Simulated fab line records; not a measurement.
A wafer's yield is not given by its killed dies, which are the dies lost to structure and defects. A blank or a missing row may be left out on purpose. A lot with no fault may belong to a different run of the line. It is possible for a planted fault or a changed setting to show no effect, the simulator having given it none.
Matching of chambers || flow nandHarc || NHARC_A_STAIRCASE_DESCUM_219 on rieDiel-08: 4 sister chambers
The step chemistry O2, time 3 s. 8 wafers are shown with their chamber, then 7 later ones without.

== WAFERS PAIRED WITH THEIR CHAMBERS ==
{"wafer": "L078.5", "chamber": 0, "showerheadPlenumPTorr (Torr)": 1.94, "throttleValvePct (%)": 11.305}
{"wafer": "L083.2", "chamber": 1, "showerheadPlenumPTorr (Torr)": 2.05, "throttleValvePct (%)": 11.304}
{"wafer": "L083.4", "chamber": 2, "showerheadPlenumPTorr (Torr)": 1.92, "throttleValvePct (%)": 11.302}
{"wafer": "L083.6", "chamber": 0, "showerheadPlenumPTorr (Torr)": 1.93, "throttleValvePct (%)": 11.294}
{"wafer": "L084.2", "chamber": 1, "showerheadPlenumPTorr (Torr)": 2.05, "throttleValvePct (%)": 11.303}
{"wafer": "L084.6", "chamber": 3, "showerheadPlenumPTorr (Torr)": 2.05, "throttleValvePct (%)": 11.323}
{"wafer": "L087.2", "chamber": 3, "showerheadPlenumPTorr (Torr)": 2.05, "throttleValvePct (%)": 11.313}
{"wafer": "L087.5", "chamber": 2, "showerheadPlenumPTorr (Torr)": 1.92, "throttleValvePct (%)": 11.308}

== WAFERS WITH NO CHAMBER GIVEN ==
{"wafer": "L087.6", "showerheadPlenumPTorr (Torr)": 2.04, "throttleValvePct (%)": 11.316}
{"wafer": "L089.1", "showerheadPlenumPTorr (Torr)": 2.04, "throttleValvePct (%)": 11.311}
{"wafer": "L089.3", "showerheadPlenumPTorr (Torr)": 2.05, "throttleValvePct (%)": 11.322}
{"wafer": "L089.6", "showerheadPlenumPTorr (Torr)": 1.93, "throttleValvePct (%)": 11.304}
{"wafer": "L097.3", "showerheadPlenumPTorr (Torr)": 1.92, "throttleValvePct (%)": 11.308}
{"wafer": "L097.4", "showerheadPlenumPTorr (Torr)": 1.90, "throttleValvePct (%)": 11.319}
{"wafer": "L097.6", "showerheadPlenumPTorr (Torr)": 1.92, "throttleValvePct (%)": 11.324}

== EACH ONE'S CHAMBER ==
{"wafer": "L087.6", "from the rows above": "can't be placed: 3 or 1", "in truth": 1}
{"wafer": "L089.1", "from the rows above": "can't be placed: 3 or 1", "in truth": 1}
{"wafer": "L089.3", "from the rows above": 3, "in truth": 3}
{"wafer": "L089.6", "from the rows above": "can't be placed: 0 or 2", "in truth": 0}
{"wafer": "L097.3", "from the rows above": 2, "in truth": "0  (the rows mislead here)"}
{"wafer": "L097.4", "from the rows above": 2, "in truth": 2}
{"wafer": "L097.6", "from the rows above": 2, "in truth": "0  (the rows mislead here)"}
2 of 7 placed correctly. Can't be placed from these rows: 3 (the true chamber is among the candidates in 3). Placed wrongly: 2.
How it was worked out, from the rows above alone: a wafer's distance from a chamber is the root of the sum, over the readings, of the square of ((its reading less the chamber's mean) divided by the reading's scatter). If the next closest chamber is less than 2 further off than the closest, the wafer can't be placed; otherwise it belongs to the closest. Each chamber's mean is taken over the wafers shown for it. How the scatter is found: for the shown wafers, subtract from each reading the mean of its chamber, square and add these, divide the total by (wafers less chambers), then take the root.
